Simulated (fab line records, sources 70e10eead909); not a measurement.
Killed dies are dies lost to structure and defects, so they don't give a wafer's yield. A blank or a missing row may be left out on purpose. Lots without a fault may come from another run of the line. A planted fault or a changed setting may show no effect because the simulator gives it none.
Which tool did it? | flow nand_harc | 12 lots, 36 wafers sampled, at 6 steps of a route of 1302

WHAT THE GAUGES READ, wafer by wafer
NHARC_P_ZERO_WELL_CD_MEAS_37: target cd 720 nm. Usual: cd_nm 720.1 nm, standard deviation 2.1.
lot  | measured     | on        | cd_nm (nm)        | flag
L819 | day 2 00:09  | cd_sem-02 | 718.2 718.9 720.9 |
L820 | day 2 10:13  | cd_sem-02 | 721.5 719.2 721.3 |
L821 | day 2 20:16  | cd_sem-03 | 718.5 721.8 718.1 |
L823 | day 3 16:14  | cd_sem-02 | 719.7 718.6 722.6 |
L824 | day 4 02:10  | cd_sem-03 | 719.5 720.3 718.9 |
L827 | day 5 08:11  | cd_sem-02 | 720.9 721.1 719.8 |
L830 | day 6 14:17  | cd_sem-01 | 680.3 679.9 679.8 | OFF
L838 | day 9 22:16  | cd_sem-01 | 717.5 716.8 720.8 |
L839 | day 10 08:20 | cd_sem-02 | 721.2 721.4 721.0 |
L840 | day 10 18:10 | cd_sem-03 | 716.4 718.2 721.2 |
L841 | day 11 04:14 | cd_sem-02 | 718.7 719.0 714.9 |
L842 | day 11 14:18 | cd_sem-02 | 720.9 722.5 718.6 |

NHARC_P_STI_CD_MEAS_09: target cd 200 nm. Usual: cd_nm 199.1 nm, standard deviation 2.6.
lot  | measured     | on        | cd_nm (nm)        | flag
L819 | day 2 19:34  | cd_sem-02 | 200.5 201.6 200.1 |
L820 | day 3 06:29  | cd_sem-01 | 199.8 194.4 199.2 |
L821 | day 3 14:37  | cd_sem-01 | 201.4 199.9 201.8 |
L823 | day 4 12:17  | cd_sem-02 | 200.3 198.9 196.3 |
L824 | day 4 22:26  | cd_sem-02 | 199.5 195.6 195.3 |
L827 | day 6 03:14  | cd_sem-01 | 194.3 197.3 195.6 |
L830 | day 7 10:19  | cd_sem-01 | 200.4 202.5 201.7 |
L838 | day 10 17:03 | cd_sem-02 | 194.5 193.8 197.0 |
L839 | day 11 02:28 | cd_sem-03 | 203.7 203.7 200.2 |
L840 | day 11 14:26 | cd_sem-03 | 192.6 196.5 193.4 |
L841 | day 11 22:42 | cd_sem-02 | 197.8 200.1 196.0 |
L842 | day 12 09:02 | cd_sem-01 | 198.3 201.4 199.5 |

NHARC_END_SORT_01. Usual: killed_at_array 53, standard deviation 20; killed_at_other 1, standard deviation 1.2; killed_at_periphery 3.7, standard deviation 2.6; killed_dies 58, standard deviation 20; killed_open 3.5, standard deviation 1.8; killed_short 2.4, standard deviation 1.7.
lot  | measured     | on        | killed_at_array | killed_at_other | killed_at_periphery | killed_dies | killed_open | killed_short | flag
L827 | day 27 22:27 | prober-02 | 76 73 82        | 1 0 0           | 3 1 4               | 80 74 86    | 3 3 7       | 6 4 3        |
L839 | day 32 20:22 | prober-01 | 52 66 52        | 0 1 0           | 0 0 1               | 52 67 53    | 4 5 1       | 3 2 3        |
L840 | day 33 05:23 | prober-02 | 25 32 25        | 6 0 1           | 7 4 9               | 38 36 35    | 5 7 3       | 2 0 5        |

WHICH TOOL RAN EACH LOT (tool, then ch and the chambers of the sampled wafers, then the start)
lot  | NHARC_P_ZERO_WELL_DESCUM_26        | NHARC_P_ZERO_WELL_EXPOSE_34       | NHARC_P_ZERO_WELL_RTA_42
L819 | rie_diel-07 ch 0,3, day 1 22:47    | krf_scanner-03 ch 0, day 1 23:59  | rtp_anneal-02 ch 0, day 2 03:02
L820 | rie_diel-10 ch 0,1,3, day 2 08:44  | krf_scanner-02 ch 0, day 2 10:04  | rtp_anneal-02 ch 0, day 2 13:07
L821 | rie_diel-07 ch 0,2,3, day 2 18:50  | krf_scanner-03 ch 0, day 2 20:07  | rtp_anneal-02 ch 0, day 2 23:17
L823 | rie_diel-10 ch 1,2,3, day 3 14:45  | krf_scanner-04 ch 0, day 3 16:05  | rtp_anneal-02 ch 0, day 3 19:05
L824 | rie_diel-11 ch 0,1, day 4 00:49    | krf_scanner-04 ch 0, day 4 02:01  | rtp_anneal-01 ch 0, day 4 05:02
L827 | rie_diel-10 ch 0,1,3, day 5 06:43  | krf_scanner-04 ch 0, day 5 08:02  | rtp_anneal-02 ch 0, day 5 11:06
L830 | rie_diel-07 ch 1,2,3, day 6 12:57  | krf_scanner-03 ch 0, day 6 14:08  | rtp_anneal-02 ch 0, day 6 17:10
L838 | rie_diel-11 ch 0,1, day 9 20:48    | krf_scanner-04 ch 0, day 9 22:07  | rtp_anneal-02 ch 0, day 10 01:07
L839 | rie_diel-07 ch 0,3, day 10 06:46   | krf_scanner-02 ch 0, day 10 08:10 | rtp_anneal-02 ch 0, day 10 11:07
L840 | rie_diel-10 ch 0,1,3, day 10 16:41 | krf_scanner-04 ch 0, day 10 18:01 | rtp_anneal-01 ch 0, day 10 21:01
L841 | rie_diel-07 ch 2,3, day 11 02:44   | krf_scanner-03 ch 0, day 11 04:05 | rtp_anneal-01 ch 0, day 11 07:15
L842 | rie_diel-07 ch 0,1,3, day 11 12:58 | krf_scanner-03 ch 0, day 11 14:08 | rtp_anneal-02 ch 0, day 11 17:05
- NHARC_P_ZERO_WELL_DESCUM_26: chemistry O2, time 3 s.
- NHARC_P_ZERO_WELL_EXPOSE_34: exposes mask P PWELL, target cd 720 nm.
- NHARC_P_ZERO_WELL_RTA_42: time 300 s.

WHAT THE TOOLS THEMSELVES READ (means of the sampled wafers that have a number; where no wafer has one, the mark that the record gives instead)
NHARC_P_ZERO_WELL_DESCUM_26. Usual: drypump_motor_current_A 5.8 A, standard deviation 0.43; o2_flow_sccm 200.0 sccm, standard deviation 0.6; oes_product_au 1.003 a.u., standard deviation 0.011; rf_vpp_V 57.8 V, standard deviation 0.88; showerhead_plenum_p_Torr 1.90 Torr, standard deviation 0.071; throttle_valve_pct 11.311 %, standard deviation 0.01.
lot  | tool        | drypump_motor_current_A (A) | o2_flow_sccm (sccm) | oes_product_au (a.u.) | rf_vpp_V (V) | showerhead_plenum_p_Torr (Torr) | throttle_valve_pct (%) | flag
L819 | rie_diel-07 | 5.4                         | 199.5               | 1.010                 | 58.4         | 1.91                            | 11.319                 |
L820 | rie_diel-10 | 6.2                         | 199.9               | 1.004                 | 57.9         | 1.94                            | 11.302                 |
L821 | rie_diel-07 | 5.6                         | 200.6               | 1.002                 | 57.8         | 1.88                            | 11.321                 |
L823 | rie_diel-10 | 5.9                         | 200.2               | 1.003                 | 57.8         | 1.89                            | 11.314                 |
L824 | rie_diel-11 | 5.7                         | 199.7               | 1.006                 | 57.8         | 1.84                            | 11.320                 |
L827 | rie_diel-10 | 6.2                         | 200.1               | 1.011                 | 57.6         | 1.93                            | 11.306                 |
L830 | rie_diel-07 | 6.0                         | 200.4               | 0.994                 | 57.8         | 1.89                            | 11.306                 |
L838 | rie_diel-11 | 5.7                         | 199.8               | 1.012                 | 57.6         | 2.03                            | 11.308                 |
L839 | rie_diel-07 | 5.7                         | 199.9               | 1.006                 | 57.5         | 1.90                            | 11.321                 |
L840 | rie_diel-10 | 6.2                         | 200.5               | 1.010                 | 57.1         | 1.92                            | 11.313                 |
L841 | rie_diel-07 | 5.8                         | 199.8               | 0.987                 | 57.4         | 1.83                            | 11.325                 |
L842 | rie_diel-07 | 5.8                         | 199.8               | 0.997                 | 57.7         | 1.91                            | 11.307                 |

NHARC_P_ZERO_WELL_EXPOSE_34. Usual: focus_offset_nm 0.0 nm, standard deviation 0.56.
lot  | tool           | focus_offset_nm (nm) | flag
L819 | krf_scanner-03 | 0.2                  |
L820 | krf_scanner-02 | 0.5                  |
L821 | krf_scanner-03 | -0.5                 |
L823 | krf_scanner-04 | -0.1                 |
L824 | krf_scanner-04 | 0.4                  |
L827 | krf_scanner-04 | -0.2                 |
L830 | krf_scanner-03 | 0.8                  |
L838 | krf_scanner-04 | 0.2                  |
L839 | krf_scanner-02 | -0.3                 |
L840 | krf_scanner-04 | -0.2                 |
L841 | krf_scanner-03 | -0.2                 |
L842 | krf_scanner-03 | 0.7                  |

NHARC_P_ZERO_WELL_RTA_42. Usual: lamp_power_pct 40.0 %, standard deviation 0.79; lamp_zone_6_pct 39.9 %, standard deviation 0.79; wafer_temp_C_max 1104.6, standard deviation 1.6.
lot  | tool          | lamp_power_pct (%) | lamp_zone_6_pct (%) | wafer_temp_C_max | flag
L819 | rtp_anneal-02 | 40.5               | 40.4                | 1105.9           |
L820 | rtp_anneal-02 | 40.5               | 40.5                | 1105.8           |
L821 | rtp_anneal-02 | 40.5               | 40.5                | 1104.6           |
L823 | rtp_anneal-02 | 40.4               | 40.5                | 1106.4           |
L824 | rtp_anneal-01 | 38.8               | 38.8                | 1102.8           |
L827 | rtp_anneal-02 | 40.5               | 40.5                | 1105.1           |
L830 | rtp_anneal-02 | 40.5               | 40.5                | 1106.3           |
L838 | rtp_anneal-02 | 40.5               | 40.5                | 1104.1           |
L839 | rtp_anneal-02 | 40.5               | 40.5                | 1105.8           |
L840 | rtp_anneal-01 | 38.9               | 38.8                | 1103.2           |
L841 | rtp_anneal-01 | 38.9               | 38.8                | 1103.3           |
L842 | rtp_anneal-02 | 40.6               | 40.5                | 1105.2           |

THE ANSWER, worked out from the rows above alone
Rule: a lot is off if the mean of its wafers that have a number lies more than 3 standard deviations from the usual mean. A lot without any number at a reading at which 4 lots or more have one is off too. The other lots that the step has rows for count as sound. The gauges are gone through in route order, then the tools' own readings, and for those a lot's mean is taken as printed above. The first step at which some lot is off is used, and at that step the reading that is off furthest; a lot without a number counts as furthest.
Off: L830, at NHARC_P_ZERO_WELL_CD_MEAS_37 (cd_nm).
A tool fits if, at a process step before that reading, it ran every lot that is off, and no sound lot after the first of them. The gauges at NHARC_P_ZERO_WELL_CD_MEAS_37 are tried like those tools. None of those tried fits.

WHAT THE SIMULATOR HAD PUT IN
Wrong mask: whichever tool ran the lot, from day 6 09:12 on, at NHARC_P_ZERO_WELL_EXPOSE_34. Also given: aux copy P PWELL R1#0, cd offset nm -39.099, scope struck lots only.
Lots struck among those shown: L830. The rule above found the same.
